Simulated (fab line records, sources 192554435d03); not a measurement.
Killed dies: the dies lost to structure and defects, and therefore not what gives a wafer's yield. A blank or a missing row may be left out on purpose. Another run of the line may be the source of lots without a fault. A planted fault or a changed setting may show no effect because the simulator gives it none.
Which tool did it?    flow n5_finfet    36 wafers from 12 lots sampled at 3 of the route's 1938 steps

== WHAT THE GAUGES SHOWED, per wafer ==
N5_HKMG_FIN_INSPECT_14: inspects for defects (macro).
lot   measured      on                 raw_defect_count
L075  day 4 12:46   defect_inspect-02  3 1 1
L077  day 4 21:44   defect_inspect-01  3 2 4
L079  day 5 11:23   defect_inspect-02  1 3 2
L081  day 5 22:44   defect_inspect-02  3 4 4
L083  day 6 10:14   defect_inspect-02  1 0 2
L085  day 6 21:20   defect_inspect-02  0 3 4
L087  day 7 10:07   defect_inspect-01  2 2 1
L089  day 8 00:02   defect_inspect-02  1 2 4
L091  day 9 06:11   defect_inspect-02  3 3 1
L093  day 9 07:50   defect_inspect-02  1 2 1
L095  day 11 02:18  defect_inspect-01  0 3 3
L097  day 11 05:06  defect_inspect-01  1 0 1

== EACH LOT AND THE TOOL THAT RAN IT (in order: tool; ch and the chambers of the sampled wafers; start) ==
lot   N5_HKMG_FIN_ETCH_58                 N5_HKMG_FIN_CVD_62
L075  rie_diel-04 ch 0,1,2, day 4 09:41   thermal_cvd_si-01 ch 0,1, day 4 11:07
L077  rie_diel-06 ch 0,2,3, day 4 18:43   thermal_cvd_si-01 ch 0,1, day 4 20:09
L079  rie_diel-01 ch 1,2,3, day 5 08:22   thermal_cvd_si-01 ch 0,1, day 5 09:52
L081  rie_diel-04 ch 0,3, day 5 19:41     thermal_cvd_si-01 ch 0,1,2, day 5 21:07
L083  rie_diel-04 ch 1,2,3, day 6 07:13   thermal_cvd_si-01 ch 0,1, day 6 08:38
L085  rie_diel-01 ch 2,3, day 6 18:14     thermal_cvd_si-01 ch 0,2, day 6 19:40
L087  rie_diel-06 ch 0,3, day 7 07:01     thermal_cvd_si-01 ch 2, day 7 08:26
L089  rie_diel-06 ch 1,2,3, day 7 21:04   thermal_cvd_si-01 ch 2, day 7 22:31
L091  rie_diel-04 ch 2,3, day 9 03:17     thermal_cvd_si-01 ch 1,2, day 9 04:43
L093  rie_diel-06 ch 1,3, day 9 04:41     thermal_cvd_si-01 ch 0,1,2, day 9 06:07
L095  rie_diel-01 ch 0,1,2, day 10 23:14  thermal_cvd_si-01 ch 0,1, day 11 00:40
L097  rie_diel-01 ch 0,1, day 11 02:11    thermal_cvd_si-01 ch 0,1,2, day 11 03:40
- N5_HKMG_FIN_ETCH_58: etches SOC in N2/H2, target depth 215.8 nm, time 741 s.
- N5_HKMG_FIN_CVD_62: deposits a-Si from Si2H6, target thk 3 nm, time 20.8 s.

== THE ANSWER, worked out from the rows above alone ==
Rule: the lots themselves supply what counts as usual. The widest of any qualifying gaps counts: lots, ordered by their means at a reading, are off when they make up no more than a third of the lots, leave a main group of 4 or more, and stand apart from it by 3 or more times the standard deviation of that group's means. A main group is skipped when, at the precision printed for the reading in the tables above, its means are all equal. Also off: a lot with no number at a reading for which 4 or more lots have one. Where the step has rows for the other lots, those lots are counted as sound.
None of the lots is off at any reading shown; this tells nothing.

== WHAT WAS PUT IN BY THE SIMULATOR ==
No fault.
